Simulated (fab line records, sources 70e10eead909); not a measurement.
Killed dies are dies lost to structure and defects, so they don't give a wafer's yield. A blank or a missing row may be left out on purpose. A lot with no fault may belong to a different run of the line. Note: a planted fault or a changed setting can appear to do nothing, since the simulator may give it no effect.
What tool caused it? :: flow nand-harc :: Sampling: 6 lots, 18 wafers, 5 of 1159 route steps

WHAT THE GAUGES SHOWED, per wafer
NHARC_END_SORT_01.
lot: L687
measured: day 22 03:26
on: prober-01
killed-at-periphery: 2 2 2

lot: L695
measured: day 24 23:53
on: prober-01
killed-at-periphery: 1 1 2

TOOL THAT RAN EACH LOT (tool first, then ch and the chambers of the sampled wafers, then the start)
lot: L674
NHARC_A_STAIRCASE_HM_DEP_456: acl-dep-03 ch 0, day 11 22:13
NHARC_A_STAIRCASE_ETCH_292: rie-diel-05 ch 1,2, day 12 00:43
NHARC_A_STAIRCASE_DEP_301: pecvd-04 ch 0,1, day 12 09:05
NHARC_A_STAIRCASE_DESCUM_312: rie-diel-05 ch 0,1, day 12 10:01

lot: L677
NHARC_A_STAIRCASE_HM_DEP_456: acl-dep-01 ch 0, day 12 13:29
NHARC_A_STAIRCASE_ETCH_292: rie-diel-12 ch 0,1,2, day 12 16:23
NHARC_A_STAIRCASE_DEP_301: pecvd-01 ch 0,1,2, day 12 22:15
NHARC_A_STAIRCASE_DESCUM_312: rie-diel-12 ch 1,2,3, day 12 23:14

lot: L687
NHARC_A_STAIRCASE_HM_DEP_456: acl-dep-02 ch 0, day 14 17:13
NHARC_A_STAIRCASE_ETCH_292: rie-diel-05 ch 0,3, day 14 19:19
NHARC_A_STAIRCASE_DEP_301: pecvd-01 ch 0,1,2, day 15 00:10
NHARC_A_STAIRCASE_DESCUM_312: rie-diel-12 ch 2,3, day 15 01:02

lot: L686
NHARC_A_STAIRCASE_HM_DEP_456: acl-dep-03 ch 0, day 14 20:01
NHARC_A_STAIRCASE_ETCH_292: rie-diel-12 ch 0,1,2, day 14 23:23
NHARC_A_STAIRCASE_DEP_301: pecvd-01 ch 0,2, day 15 03:35
NHARC_A_STAIRCASE_DESCUM_312: rie-diel-12 ch 0,1,3, day 15 04:32

lot: L691
NHARC_A_STAIRCASE_HM_DEP_456: acl-dep-02 ch 0, day 16 04:23
NHARC_A_STAIRCASE_ETCH_292: rie-diel-02 ch 0,2,3, day 16 07:13
NHARC_A_STAIRCASE_DEP_301: pecvd-04 ch 0,2, day 16 14:11
NHARC_A_STAIRCASE_DESCUM_312: rie-diel-12 ch 1,2,3, day 16 15:08

lot: L695
NHARC_A_STAIRCASE_HM_DEP_456: acl-dep-02 ch 0, day 17 07:29
NHARC_A_STAIRCASE_ETCH_292: rie-diel-12 ch 1,3, day 17 10:10
NHARC_A_STAIRCASE_DEP_301: pecvd-04 ch 0,1,2, day 17 15:08
NHARC_A_STAIRCASE_DESCUM_312: rie-diel-12 ch 0,1,3, day 17 16:07
- NHARC_A_STAIRCASE_HM_DEP_456: deposits aC, target thk 1500 nm.
- NHARC_A_STAIRCASE_ETCH_292: etches the open film in CF4/CHF3.
- NHARC_A_STAIRCASE_DEP_301: deposits SiON, target thk 30 nm.
- NHARC_A_STAIRCASE_DESCUM_312: chemistry O2, time 3 s.

THE ANSWER, worked out from the rows above alone
Rule: the usual values come from the lots themselves. The widest of any qualifying gaps counts: lots, ordered by their means at a reading, are off when they make up no more than a third of the lots, leave a main group of 4 or more, and stand apart from it by 3 or more times the standard deviation of that group's means. A main group whose means are all the same, to the digits that the tables above print for the reading, isn't used. A lot without any number at a reading at which 4 lots or more have one is off too. Any other lot the step has rows for is counted as sound.
Nothing can be told from this: no lot is off at any reading shown.

WHAT THE SIMULATOR PUT IN
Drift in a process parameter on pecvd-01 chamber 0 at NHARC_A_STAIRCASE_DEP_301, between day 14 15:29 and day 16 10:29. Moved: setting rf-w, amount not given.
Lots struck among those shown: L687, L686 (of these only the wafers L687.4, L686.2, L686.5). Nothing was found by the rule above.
